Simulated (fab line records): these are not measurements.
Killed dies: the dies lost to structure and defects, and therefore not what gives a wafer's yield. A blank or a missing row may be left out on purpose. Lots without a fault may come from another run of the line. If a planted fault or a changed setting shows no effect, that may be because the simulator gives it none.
fab line records	flow n5-finfet
[record] lots = 24	wafers = 72	last-day = 18
route steps=1938 shown BEOL_M2@890 BEOL_M3@931
lots untouched by any fault: they come from a run of this same line in which no faults occurred
start-h: hours from the record's opening day to when the first of the lot's shown wafers began	wait-h: hours since the lot's step before	" identical to the entry in the row above	L1.1+2: a single row standing in for several wafers	- no value, or no start was given	* or withheld: withheld	< > ~ a bound
route shown NAME@n: NAME is a module with steps in the file, n the number in the route of the first one	usual: average and standard deviation across the fault-free wafers	same: alike in all rows	chamber/n: place in a boat	sites: each site's reading	_std_site: the values' standard deviation	_edge_site: mean of outer sites minus mean of inner sites	radius-mm: how far each site lies from the wafer's centre	mask NAME#n: copy n	behind: the last tool/chamber to shape the wafer	hold: why the lot was held/for how many hours/how that ended	device: names the non-switching transistor (n, p or np)	end of line: tests run on the same wafers once the route is complete	for a step that has no rows: nothing shown but its recipe	killed: dies lost to structure and defects at the first sort, not the wafer's yield	map: a wafer's dies, x killed, . not, _ none there
set.NAME: the setting the step ran with; set.NAME@STEP: the setting that earlier step ran with	model.NAME: the simulator's own value behind a step, which no gauge read
a sample of lots followed through the steps of the route, with each step as a table and each wafer as a row
services: when a tool's chamber went out of use (start-h, in hours from the record's first day, below 0 if earlier), for how many hours, and the reason
[[steps]]
[step N5_BEOL_M2_TRENCH_ETCH_37]
[recipe] chemistry = C4F6/O2	target-depth-a = 555.55	target = SiOC	time-s = 29.2	ion-energy-ev = 250	pressure-mtorr = 30	source-w = 355	bias-w = 185	Ar_flow_sccm = 300	C4F6_flow_sccm = 10	O2_flow_sccm = 10
[usual] O2_flow_sccm = 9.998/0.029	drypump-motor-current-A = 5.7/0.46	oes_f_703_au = 0.83/0.087	oes-product-au = 0.83/0.091	rf-fwd-power-W = 350.4/1.6	rf-vpp-V = 669/11	showerhead-plenum-p-Torr = 2.86/0.095	throttle-valve-pct = 20.75/0.2
lot.wafer	tool	chamber	start-h	wait-h	O2_flow_sccm	drypump-motor-current-A	oes_f_703_au	oes-product-au	rf-fwd-power-W	rf-hours-counter-h	rf-vpp-V	showerhead-plenum-p-Torr	throttle-valve-pct
L074.2	rie-diel-05	0	-	-	10.006	5.8	0.93	0.94	349.7	11	660	2.78	20.63
L074.3	"	1	"	"	9.964	5.7	0.88	0.88	351.7	31	662	2.78	20.79
L074.6	"	1	"	"	9.998	5.6	0.89	0.88	353.5	-	665	2.78	20.78
L075.1	rie-diel-04	2	-	-	10.045	5.8	0.71	0.71	350.5	225	667	2.81	20.93
L075.3	"	1	"	"	10.015	5.4	0.90	0.93	351.1	21	675	2.90	20.58
L075.5	"	2	"	"	9.979	5.8	0.71	0.71	351.2	-	668	2.81	20.92
L076.2	rie-diel-05	1	-	-	9.997	5.6	0.88	0.87	350.5	36	663	2.77	20.80
L076.5	"	0	"	"	9.934	5.8	0.92	0.92	349.7	-	660	2.78	20.64
L076.6	"	3	"	"	10.001	5.2	0.89	0.91	349.8	-	670	3.03	20.76
L077.2	rie-diel-04	1	-	-	9.948	5.4	0.89	0.91	352.0	28	674	2.89	20.61
L077.3	"	0	"	"	9.936	5.2	0.63	0.67	352.2	257	690	2.79	20.60
L077.6	"	3	"	"	9.982	6.5	0.72	0.72	346.9	-	669	2.92	20.80
L078.2	rie-diel-05	3	-	-	10.034	5.2	0.89	0.89	349.0	28	669	3.03	20.76
L078.3	"	2	"	"	9.988	6.5	0.70	0.68	349.7	234	657	2.94	21.23
L078.6	"	3	"	"	9.977	5.2	0.89	0.90	348.3	-	670	3.03	20.77
L079.1	rie-diel-02	2	-	-	10.030	6.3	0.85	0.81	348.6	73	647	2.97	20.51
L079.2	"	3	"	"	10.022	5.6	0.90	0.92	351.4	11	689	2.91	20.45
L079.5	"	0	"	"	10.003	5.8	0.73	0.73	348.4	-	686	2.72	20.80
L080.1	rie-diel-05	0	-	-	10.017	5.8	0.91	0.90	347.4	24	658	2.78	20.64
L080.4	"	2	"	"	10.015	6.6	0.70	0.69	351.4	239	655	2.93	21.24
L080.5	"	2	"	"	10.028	6.6	0.70	0.69	351.3	-	654	2.94	21.23
L081.3	rie-diel-05	2	-	-	9.971	6.5	0.69	0.69	348.2	243	655	2.93	21.23
L081.4	"	0	"	"	9.997	5.8	0.90	0.91	348.3	27	660	2.77	20.64
L081.6	"	3	"	"	10.059	5.2	0.87	0.89	351.0	-	672	3.02	20.79
L082.1	rie-diel-02	1	-	-	10.028	5.2	0.86	0.86	350.1	56	663	2.88	20.64
L082.2	"	2	"	"	10.012	6.2	0.84	0.82	350.6	80	646	2.97	20.52
L082.4	"	3	"	"	10.027	5.7	0.88	0.90	351.3	18	688	2.90	20.45
L083.1	rie-diel-05	2	-	-	9.943	6.5	0.69	0.68	351.8	244	655	2.93	21.24
L083.3	"	1	"	"	9.960	5.6	0.85	0.85	351.2	50	665	2.77	20.81
L083.5	"	0	"	"	10.000	5.8	0.90	0.90	349.3	-	661	2.77	20.66
L084.3	rie-diel-04	0	-	-	9.984	5.2	0.91	0.96	352.4	1	688	2.79	20.23
L084.4	"	2	"	"	10.013	5.7	0.70	0.69	349.5	245	669	2.80	20.98
L084.6	"	2	"	"	10.020	5.8	0.70	0.68	349.4	-	669	2.80	20.96
L085.3	rie-diel-04	0	-	-	10.014	5.2	0.89	0.94	350.5	5	687	2.79	20.25
L085.5	"	2	"	"	10.043	5.8	0.70	0.69	349.1	-	669	2.79	20.96
L085.6	"	3	"	"	10.012	6.5	0.71	0.71	348.1	-	669	2.91	20.83
L086.1	rie-diel-05	1	-	-	10.003	5.6	0.84	0.84	351.5	57	665	2.76	20.81
L086.3	"	0	"	"	9.963	5.8	0.88	0.88	348.8	38	660	2.77	20.67
L086.4	"	3	"	"	10.036	5.2	0.86	0.87	350.7	-	669	3.02	20.80
L087.3	rie-diel-04	3	-	-	9.968	6.5	0.70	0.71	348.2	216	669	2.91	20.84
L087.4	"	3	"	"	9.990	6.5	0.71	0.71	349.4	-	670	2.91	20.82
L087.5	"	1	"	"	9.992	5.4	0.85	0.88	351.0	-	674	2.88	20.64
L088.1	rie-diel-05	1	-	-	10.031	5.6	0.84	0.85	350.5	62	664	2.76	20.85
L088.3	"	0	"	"	9.989	5.8	0.87	0.87	349.0	43	659	2.77	20.70
L088.4	"	0	"	"	10.036	5.7	0.87	0.87	348.1	-	659	2.77	20.68
L089.2	rie-diel-05	1	-	-	10.027	5.6	0.83	0.83	353.6	68	664	2.76	20.85
L089.4	"	3	"	"	9.994	5.2	0.84	0.85	348.9	58	669	3.01	20.82
L089.5	"	2	"	"	9.952	6.6	0.96	0.97	351.1	-	654	2.93	20.90
L090.1	rie-diel-05	1	-	-	9.963	5.6	0.83	0.82	350.7	69	664	2.76	20.85
L090.3	"	3	"	"	10.002	5.2	0.84	0.84	351.8	59	669	3.01	20.82
L090.5	"	3	"	"	9.985	5.2	0.84	0.85	350.5	-	669	3.01	20.82
L091.3	rie-diel-04	3	-	-	9.975	6.5	0.70	0.70	347.2	227	670	2.90	20.86
L091.5	"	2	"	"	9.994	5.7	1.01	1.01	351.2	-	667	2.79	20.65
L091.6	"	1	"	"	9.996	5.3	0.84	0.86	350.9	-	673	2.88	20.65
L093.2	rie-diel-05	1	-	-	9.995	5.7	0.83	0.82	352.0	71	665	2.76	20.84
L093.4	"	2	"	"	10.018	6.6	0.95	0.95	351.2	7	654	2.93	20.89
L093.6	"	3	"	"	9.998	5.2	0.83	0.83	351.4	-	668	3.01	20.82
L092.1	rie-diel-05	3	-	-	10.014	5.2	0.84	0.85	350.5	61	670	3.01	20.82
L092.2	"	0	"	"	9.968	5.8	0.86	0.86	351.5	54	657	2.76	20.71
L092.3	"	1	"	"	9.980	5.6	0.83	0.82	351.3	72	664	2.76	20.85
L095.1	rie-diel-04	3	-	-	10.030	6.5	0.69	0.70	348.6	231	670	2.90	20.86
L095.3	"	0	"	"	9.992	5.2	0.84	0.88	352.0	26	689	2.78	20.27
L095.6	"	2	"	"	9.990	5.8	0.98	0.98	350.0	-	668	2.79	20.68
L094.3	rie-diel-02	0	-	-	9.974	5.8	0.70	0.70	349.1	221	687	2.70	20.84
L094.5	"	0	"	"	9.976	5.8	0.70	0.70	348.2	-	687	2.70	20.85
L094.6	"	3	"	"	10.021	5.7	0.83	0.85	349.2	-	690	2.89	20.51
L097.1	rie-diel-04	1	-	-	9.994	5.4	0.82	0.83	350.7	75	673	2.87	20.67
L097.3	"	2	"	"	9.997	5.8	0.96	0.96	350.3	16	669	2.79	20.68
L097.6	"	3	"	"	10.041	6.5	0.70	0.69	347.4	-	669	2.90	20.86
L096.1	rie-diel-02	3	-	-	10.003	5.7	0.83	0.84	350.8	51	691	2.89	20.52
L096.4	"	1	"	"	9.972	5.2	0.81	0.82	351.1	90	664	2.86	20.69
L096.5	"	1	"	"	9.949	5.3	0.81	0.81	350.4	-	664	2.86	20.70
[step N5_BEOL_M2_ANNEAL_49]
[recipe] temp-c = 400	time-s = 240	ambient = vacuum
[usual] heater-power-w = 822/84
lot.wafer	tool	chamber	start-h	wait-h	heater-power-w
L074.2	pvd-sputter-03	-	139.39	0.0	897
L074.3	"	-	"	"	739
L074.6	"	-	"	"	745
L075.1	pvd-sputter-01	-	139.90	0.0	691
L075.3	"	-	"	"	865
L075.5	"	-	"	"	691
L076.2	pvd-sputter-01	-	152.05	0.0	686
L076.5	"	-	"	"	682
L076.6	"	-	"	"	683
L077.2	pvd-sputter-02	-	159.72	0.0	827
L077.3	"	-	"	"	789
L077.6	"	-	"	"	984
L078.2	pvd-sputter-01	-	161.86	0.0	696
L078.3	"	-	"	"	693
L078.6	"	-	"	"	870
L079.1	pvd-sputter-01	-	164.66	0.0	692
L079.2	"	-	"	"	886
L079.5	"	-	"	"	688
L080.1	pvd-sputter-02	-	175.78	0.0	823
L080.4	"	-	"	"	800
L080.5	"	-	"	"	805
L081.3	pvd-sputter-01	-	187.08	0.0	690
L081.4	"	-	"	"	684
L081.6	"	-	"	"	884
L082.1	pvd-sputter-02	-	188.35	0.0	800
L082.2	"	-	"	"	787
L082.4	"	-	"	"	970
L083.1	pvd-sputter-03	-	191.38	0.0	918
L083.3	"	-	"	"	747
L083.5	"	-	"	"	848
L084.3	pvd-sputter-02	-	192.81	0.0	806
L084.4	"	-	"	"	804
L084.6	"	-	"	"	814
L085.3	pvd-sputter-03	-	206.24	0.0	887
L085.5	"	-	"	"	878
L085.6	"	-	"	"	749
L086.1	pvd-sputter-02	-	216.29	0.0	990
L086.3	"	-	"	"	817
L086.4	"	-	"	"	814
L087.3	pvd-sputter-03	-	220.57	0.0	769
L087.4	"	-	"	"	930
L087.5	"	-	"	"	937
L088.1	pvd-sputter-02	-	224.41	0.0	989
L088.3	"	-	"	"	799
L088.4	"	-	"	"	820
L089.2	pvd-sputter-02	-	244.22	0.0	806
L089.4	"	-	"	"	776
L089.5	"	-	"	"	816
L090.1	pvd-sputter-01	-	247.23	0.0	867
L090.3	"	-	"	"	874
L090.5	"	-	"	"	717
L091.3	pvd-sputter-03	-	248.66	0.0	771
L091.5	"	-	"	"	725
L091.6	"	-	"	"	928
L093.2	pvd-sputter-03	-	252.89	0.0	877
L093.4	"	-	"	"	923
L093.6	"	-	"	"	790
L092.1	pvd-sputter-01	-	255.00	0.0	862
L092.2	"	-	"	"	702
L092.3	"	-	"	"	687
L095.1	pvd-sputter-03	-	267.03	0.0	929
L095.3	"	-	"	"	918
L095.6	"	-	"	"	767
L094.3	pvd-sputter-03	-	269.67	0.0	876
L094.5	"	-	"	"	916
L094.6	"	-	"	"	737
L097.1	pvd-sputter-01	-	279.83	0.0	693
L097.3	"	-	"	"	884
L097.6	"	-	"	"	852
L096.1	pvd-sputter-02	-	282.65	0.0	819
L096.4	"	-	"	"	766
L096.5	"	-	"	"	983
[step N5_BEOL_M2_PRE_CLEAN_60]
[recipe] gas = NH3/H2	time-s = 15	temp-c = *	rf-power-w = 300
[usual] heater-power-w = 86/10	rf-fwd-power-W = 296.9/1.4
lot.wafer	tool	chamber	start-h	wait-h	heater-power-w	rf-fwd-power-W	since-wet-clean-h
L074.2	cvd-co-01	2	141.90	0.0	91	298.2	443
L074.3	"	1	"	"	82	295.7	5
L074.6	"	0	"	"	89	297.3	-
L075.1	cvd-co-02	0	142.48	0.0	70	295.7	684
L075.3	"	1	"	"	82	297.6	1121
L075.5	"	0	"	"	70	296.9	-
L076.2	cvd-co-02	2	154.57	0.0	103	298.8	231
L076.5	"	2	"	"	99	299.9	-
L076.6	"	0	"	"	71	296.4	-
L077.2	cvd-co-02	1	162.40	0.0	80	296.8	1141
L077.3	"	2	"	"	99	296.1	239
L077.6	"	1	"	"	80	297.5	-
L078.2	cvd-co-01	1	164.36	0.0	84	295.3	27
L078.3	"	2	"	"	90	295.8	465
L078.6	"	1	"	"	82	293.4	-
L079.1	cvd-co-02	2	167.18	0.0	103	297.4	244
L079.2	"	1	"	"	81	297.5	1146
L079.5	"	2	"	"	102	298.0	-
L080.1	cvd-co-02	2	178.35	0.0	102	297.9	255
L080.4	"	0	"	"	70	294.4	-
L080.5	"	2	"	"	100	297.9	-
L081.3	cvd-co-02	2	189.67	0.0	106	298.2	267
L081.4	"	2	"	"	103	296.8	-
L081.6	"	1	"	"	79	299.0	-
L082.1	cvd-co-02	0	190.85	0.0	72	297.5	732
L082.2	"	1	"	"	80	298.8	1170
L082.4	"	2	"	"	101	298.8	-
L083.1	cvd-co-02	1	193.89	0.0	80	298.2	1173
L083.3	"	0	"	"	71	296.2	735
L083.5	"	2	"	"	102	296.5	-
L084.3	cvd-co-01	2	195.31	0.0	90	297.1	496
L084.4	"	1	"	"	83	293.4	-
L084.6	"	2	"	"	91	297.1	-
L085.3	cvd-co-02	2	208.89	0.0	102	298.5	286
L085.5	"	0	"	"	72	296.8	-
L085.6	"	1	"	"	79	298.2	-
L086.1	cvd-co-02	0	219.51	0.0	71	295.9	761
L086.3	"	2	"	"	103	296.3	296
L086.4	"	0	"	"	72	296.3	-
L087.3	cvd-co-02	1	223.07	0.0	79	297.3	1202
L087.4	"	0	"	"	72	295.5	-
L087.5	"	1	"	"	79	297.8	-
L088.1	cvd-co-01	1	226.92	0.0	82	294.2	90
L088.3	"	0	"	"	88	298.5	987
L088.4	"	2	"	"	91	298.5	-
L089.2	cvd-co-02	1	247.24	0.1	79	297.5	1226
L089.4	"	2	"	"	104	296.8	-
L089.5	"	0	"	"	70	295.4	-
L090.1	cvd-co-01	1	249.96	0.0	81	295.0	113
L090.3	"	0	"	"	86	298.0	1010
L090.5	"	2	"	"	94	296.9	-
L091.3	cvd-co-01	0	251.60	0.2	89	296.4	1012
L091.5	"	2	"	"	91	298.4	-
L091.6	"	0	"	"	88	296.5	-
L093.2	cvd-co-01	2	256.04	0.0	93	299.7	557
L093.4	"	0	"	"	88	298.0	-
L093.6	"	2	"	"	94	300.1	-
L092.1	cvd-co-01	1	257.99	0.0	85	293.7	121
L092.2	"	2	"	"	92	298.0	559
L092.3	"	0	"	"	89	298.6	1018
L095.1	cvd-co-01	0	269.82	0.0	90	298.1	1030
L095.3	"	1	"	"	83	294.8	133
L095.6	"	1	"	"	82	294.2	-
L094.3	cvd-co-02	2	272.42	0.2	104	296.5	349
L094.5	"	1	"	"	79	299.2	-
L094.6	"	2	"	"	102	297.0	-
L097.1	cvd-co-01	2	282.65	0.0	92	299.3	583
L097.3	"	0	"	"	86	296.4	1043
L097.6	"	1	"	"	84	292.4	-
L096.1	cvd-co-01	0	298.88	0.0	89	296.4	1059
L096.4	"	0	"	"	90	296.8	-
L096.5	"	1	"	"	88	293.8	-
[step N5_BEOL_M2_CO_CAP_55]
[recipe] material = Co	target-thk-a = 20	temp-c = 200	precursor = CCTBA/H2	pressure-torr = 30	time-s = 102.1
[usual] heater-power-w = 237/12
lot.wafer	tool	chamber	start-h	wait-h	heater-power-w	since-wet-clean-h
L074.2	cvd-co-01	2	141.94	0.0	243	443
L074.3	"	1	"	"	233	5
L074.6	"	0	"	"	238	-
L075.1	cvd-co-02	0	142.52	0.0	220	684
L075.3	"	1	"	"	233	1121
L075.5	"	0	"	"	216	-
L076.2	cvd-co-02	2	154.61	0.0	256	232
L076.5	"	2	"	"	249	-
L076.6	"	0	"	"	218	-
L077.2	cvd-co-02	1	162.44	0.0	224	1141
L077.3	"	2	"	"	258	239
L077.6	"	1	"	"	229	-
L078.2	cvd-co-01	1	164.40	0.0	235	27
L078.3	"	2	"	"	243	465
L078.6	"	1	"	"	229	-
L079.1	cvd-co-02	2	167.22	0.0	254	244
L079.2	"	1	"	"	227	1146
L079.5	"	2	"	"	261	-
L080.1	cvd-co-02	2	178.39	0.0	257	255
L080.4	"	0	"	"	218	-
L080.5	"	2	"	"	256	-
L081.3	cvd-co-02	2	189.71	0.0	255	267
L081.4	"	2	"	"	255	-
L081.6	"	1	"	"	238	-
L082.1	cvd-co-02	0	190.89	0.0	220	732
L082.2	"	1	"	"	237	1170
L082.4	"	2	"	"	262	-
L083.1	cvd-co-02	1	193.93	0.0	226	1173
L083.3	"	0	"	"	216	735
L083.5	"	2	"	"	251	-
L084.3	cvd-co-01	2	195.35	0.0	243	496
L084.4	"	1	"	"	237	-
L084.6	"	2	"	"	235	-
L085.3	cvd-co-02	2	208.93	0.0	255	286
L085.5	"	0	"	"	216	-
L085.6	"	1	"	"	227	-
L086.1	cvd-co-02	0	219.55	0.0	221	761
L086.3	"	2	"	"	251	296
L086.4	"	0	"	"	222	-
L087.3	cvd-co-02	1	223.11	0.0	231	1202
L087.4	"	0	"	"	219	-
L087.5	"	1	"	"	230	-
L088.1	cvd-co-01	1	226.96	0.0	233	90
L088.3	"	0	"	"	239	987
L088.4	"	2	"	"	245	-
L089.2	cvd-co-02	1	247.28	0.0	230	1226
L089.4	"	2	"	"	256	-
L089.5	"	0	"	"	218	-
L090.1	cvd-co-01	1	250.00	0.0	241	113
L090.3	"	0	"	"	242	1010
L090.5	"	2	"	"	243	-
L091.3	cvd-co-01	0	251.64	0.0	242	1012
L091.5	"	2	"	"	239	-
L091.6	"	0	"	"	239	-
L093.2	cvd-co-01	2	256.08	0.0	244	557
L093.4	"	0	"	"	242	-
L093.6	"	2	"	"	245	-
L092.1	cvd-co-01	1	258.03	0.0	231	121
L092.2	"	2	"	"	248	559
L092.3	"	0	"	"	241	1018
L095.1	cvd-co-01	0	269.86	0.0	235	1030
L095.3	"	1	"	"	231	133
L095.6	"	1	"	"	235	-
L094.3	cvd-co-02	2	272.46	0.0	250	349
L094.5	"	1	"	"	229	-
L094.6	"	2	"	"	249	-
L097.1	cvd-co-01	2	282.69	0.0	248	583
L097.3	"	0	"	"	239	1043
L097.6	"	1	"	"	235	-
L096.1	cvd-co-01	0	298.92	0.0	239	1059
L096.4	"	0	"	"	239	-
L096.5	"	1	"	"	231	-
[step N5_BEOL_M3_ILD_DEP_00]
[recipe] material = SiOC	target-thk-a = 790	temp-c = 350	precursor = DEMS/O2	pressure-torr = 5	rf-w = 500	time-s = 15.3
[usual] heater-power-w = 501/78	rf-fwd-power-W = 494.0/2	showerhead-plenum-p-Torr = 5.688/0.014	throttle-valve-pct = 11.8/0.6
lot.wafer	tool	chamber	start-h	wait-h	heater-power-w	rf-fwd-power-W	showerhead-plenum-p-Torr	since-wet-clean-h	throttle-valve-pct
L074.2	pecvd-03	1	142.23	0.0	524	492.8	5.685	1752	12.1
L074.3	"	0	"	"	537	493.5	5.687	1027	11.5
L074.6	"	2	"	"	399	494.6	5.693	-	11.0
L075.1	pecvd-02	1	142.77	0.0	673	492.8	5.701	1572	12.6
L075.3	"	0	"	"	408	496.9	5.682	847	12.9
L075.5	"	1	"	"	664	495.1	5.709	-	12.6
L076.2	pecvd-03	2	154.85	0.0	439	492.0	5.708	286	11.0
L076.5	"	0	"	"	551	493.8	5.675	-	11.9
L076.6	"	1	"	"	519	493.4	5.665	-	12.3
L077.2	pecvd-03	0	162.69	0.0	558	493.7	5.679	1048	11.5
L077.3	"	2	"	"	457	493.8	5.703	-	11.0
L077.6	"	0	"	"	569	493.4	5.678	-	11.6
L078.2	pecvd-02	1	164.65	0.0	643	495.3	5.709	1594	12.4
L078.3	"	0	"	"	442	498.8	5.711	869	12.4
L078.6	"	0	"	"	426	498.2	5.683	-	12.7
L079.1	pecvd-03	2	167.47	0.0	475	496.3	5.706	299	11.1
L079.2	"	0	"	"	535	492.0	5.699	1053	11.7
L079.5	"	0	"	"	531	495.7	5.682	-	11.7
L080.1	pecvd-02	2	178.63	0.0	596	492.2	5.691	129	11.3
L080.4	"	0	"	"	443	496.3	5.690	-	12.7
L080.5	"	2	"	"	601	491.1	5.678	-	11.3
L081.3	pecvd-03	1	189.96	0.0	514	492.1	5.668	1800	11.9
L081.4	"	0	"	"	511	494.0	5.676	-	11.7
L081.6	"	2	"	"	450	493.3	5.691	-	11.1
L082.1	pecvd-03	1	191.14	0.0	451	494.5	5.677	1801	12.3
L082.2	"	2	"	"	438	495.6	5.701	322	11.1
L082.4	"	1	"	"	448	496.2	5.674	-	12.0
L083.1	pecvd-02	1	194.17	0.0	628	495.3	5.698	1623	12.4
L083.3	"	2	"	"	620	493.8	5.688	144	11.1
L083.5	"	1	"	"	623	495.0	5.711	-	12.6
L084.3	pecvd-03	2	195.61	0.0	459	493.1	5.683	327	11.0
L084.4	"	2	"	"	468	495.4	5.692	-	11.0
L084.6	"	0	"	"	577	494.4	5.676	-	11.8
L085.3	pecvd-02	0	209.17	0.0	434	496.1	5.685	913	12.8
L085.5	"	2	"	"	633	490.9	5.686	-	11.6
L085.6	"	1	"	"	613	495.5	5.706	-	12.5
L086.1	pecvd-03	0	219.80	0.0	489	495.7	5.682	1105	11.6
L086.3	"	1	"	"	511	492.1	5.661	1830	12.1
L086.4	"	1	"	"	509	490.4	5.689	-	11.9
L087.3	pecvd-04	0	223.38	0.1	525	491.8	5.708	-	12.7
L087.4	"	1	"	"	420	493.0	5.666	-	11.9
L087.5	"	1	"	"	441	494.1	5.668	-	12.1
L088.1	pecvd-04	0	227.21	0.0	493	489.8	5.690	750	12.6
L088.3	"	0	"	"	482	491.7	5.708	-	12.3
L088.4	"	1	"	"	399	493.5	5.688	-	11.8
L089.2	pecvd-03	1	247.53	0.0	489	489.2	5.682	1858	12.1
L089.4	"	1	"	"	484	490.5	5.671	-	12.1
L089.5	"	0	"	"	537	493.3	5.670	-	11.8
L090.1	pecvd-04	0	250.27	0.0	536	491.8	5.694	773	12.4
L090.3	"	2	"	"	406	496.1	5.707	19	10.8
L090.5	"	1	"	"	376	496.5	5.661	-	12.3
L091.3	pecvd-04	2	251.91	0.0	413	493.9	5.704	21	10.8
L091.5	"	0	"	"	521	490.7	5.702	-	12.7
L091.6	"	2	"	"	409	494.3	5.702	-	10.8
L093.2	pecvd-04	1	256.32	0.0	372	495.7	5.673	1504	12.3
L093.4	"	0	"	"	459	491.9	5.689	-	12.5
L093.6	"	2	"	"	414	495.0	5.703	-	10.7
L092.1	pecvd-02	1	258.28	0.0	687	495.3	5.705	1687	12.3
L092.2	"	0	"	"	404	495.9	5.669	962	12.7
L092.3	"	2	"	"	568	494.2	5.702	208	11.4
L095.1	pecvd-03	0	270.11	0.0	571	494.1	5.673	1155	11.5
L095.3	"	1	"	"	474	493.7	5.686	1880	12.1
L095.6	"	0	"	"	561	495.8	5.687	-	11.6
L094.3	pecvd-02	0	272.71	0.0	426	497.4	5.690	977	12.5
L094.5	"	1	"	"	661	493.9	5.703	-	12.2
L094.6	"	0	"	"	435	496.7	5.672	-	12.8
L097.1	pecvd-04	0	282.94	0.0	473	492.3	5.703	806	12.5
L097.3	"	2	"	"	388	494.6	5.694	52	10.9
L097.6	"	2	"	"	408	494.7	5.686	-	10.8
L096.1	pecvd-03	1	299.17	0.0	501	491.4	5.684	1909	11.9
L096.4	"	1	"	"	511	492.6	5.669	-	11.8
L096.5	"	1	"	"	507	490.4	5.682	-	12.2
[step N5_BEOL_M3_INSPECT_13]
[recipe] mode = adi	inspect-instrument = brightfield
[usual] raw-defect-count = 433/100
lot.wafer	tool	chamber	start-h	wait-h	raw-defect-count
L074.2	defect-inspect-01	-	143.41	0.0	569
L074.3	"	-	"	"	498
L074.6	"	-	"	"	364
L075.1	defect-inspect-02	-	143.97	0.1	330
L075.3	"	-	"	"	467
L075.5	"	-	"	"	253
L076.2	defect-inspect-01	-	155.50	0.0	312
L076.5	"	-	"	"	352
L076.6	"	-	"	"	464
L077.2	defect-inspect-01	-	164.12	0.0	426
L077.3	"	-	"	"	392
L077.6	"	-	"	"	598
L078.2	defect-inspect-01	-	165.34	0.0	426
L078.3	"	-	"	"	459
L078.6	"	-	"	"	419
L079.1	defect-inspect-02	-	169.28	0.1	313
L079.2	"	-	"	"	378
L079.5	"	-	"	"	508
L080.1	defect-inspect-02	-	180.40	0.1	486
L080.4	"	-	"	"	403
L080.5	"	-	"	"	417
L081.3	defect-inspect-01	-	191.71	0.0	346
L081.4	"	-	"	"	357
L081.6	"	-	"	"	418
L082.1	defect-inspect-02	-	192.35	0.1	505
L082.2	"	-	"	"	400
L082.4	"	-	"	"	337
L083.1	defect-inspect-01	-	195.60	0.1	449
L083.3	"	-	"	"	494
L083.5	"	-	"	"	550
L084.3	defect-inspect-02	-	197.57	0.0	509
L084.4	"	-	"	"	382
L084.6	"	-	"	"	551
L085.3	defect-inspect-02	-	209.95	0.0	362
L085.5	"	-	"	"	484
L085.6	"	-	"	"	457
L086.1	defect-inspect-02	-	223.07	0.1	483
L086.3	"	-	"	"	380
L086.4	"	-	"	"	555
L087.3	defect-inspect-02	-	224.31	0.0	474
L087.4	"	-	"	"	407
L087.5	"	-	"	"	358
L088.1	defect-inspect-02	-	227.86	0.1	355
L088.3	"	-	"	"	380
L088.4	"	-	"	"	600
L089.2	defect-inspect-01	-	249.93	0.0	261
L089.4	"	-	"	"	317
L089.5	"	-	"	"	385
L090.1	defect-inspect-01	-	251.26	0.1	545
L090.3	"	-	"	"	465
L090.5	"	-	"	"	587
L091.3	defect-inspect-02	-	252.55	0.0	370
L091.5	"	-	"	"	480
L091.6	"	-	"	"	307
L093.2	defect-inspect-02	-	259.68	0.0	284
L093.4	"	-	"	"	296
L093.6	"	-	"	"	434
L092.1	defect-inspect-02	-	259.88	0.1	584
L092.2	"	-	"	"	414
L092.3	"	-	"	"	263
L095.1	defect-inspect-01	-	271.40	0.1	573
L095.3	"	-	"	"	384
L095.6	"	-	"	"	394
L094.3	defect-inspect-01	-	275.48	0.0	508
L094.5	"	-	"	"	517
L094.6	"	-	"	"	526
L097.1	defect-inspect-02	-	290.54	0.1	773
L097.3	"	-	"	"	476
L097.6	"	-	"	"	390
L096.1	defect-inspect-01	-	300.21	0.1	452
L096.4	"	-	"	"	329
L096.5	"	-	"	"	486
[[services]]
tool	chamber	start-h	hours	kind
pecvd-03	-	114.44	1.2	repair
cvd-co-01	1	115.15	-	clean
cvd-co-01	1	115.15	22.0	scheduled-down
cvd-co-01	1	115.15	22.0	vent-cycle
pecvd-03	2	126.61	6.8	repair
pecvd-04	-	131.68	1.8	repair
pecvd-04	1	140.31	36.2	repair
pecvd-04	-	141.20	28.1	pm
pvd-sputter-02	-	151.48	2.4	repair
rie-diel-04	2	165.46	6.9	repair
pecvd-04	-	179.66	0.3	repair
pecvd-04	-	187.21	3.8	repair
cvd-co-02	-	194.42	2.5	repair
rie-diel-05	2	206.62	-	clean
rie-diel-05	2	206.62	-	consumable-replace:focus-ring
rie-diel-04	0	212.51	4.9	repair
rie-diel-04	2	214.43	1.4	repair
pecvd-02	-	216.91	14.6	pm
pecvd-02	2	233.53	18.2	repair
pecvd-04	2	233.59	5.8	repair
cvd-co-02	-	238.92	2.8	pm
cvd-co-01	-	246.00	2.8	pm
pecvd-04	-	265.39	0.2	repair
pecvd-04	-	284.97	2.8	pm
[[key]]
fault none
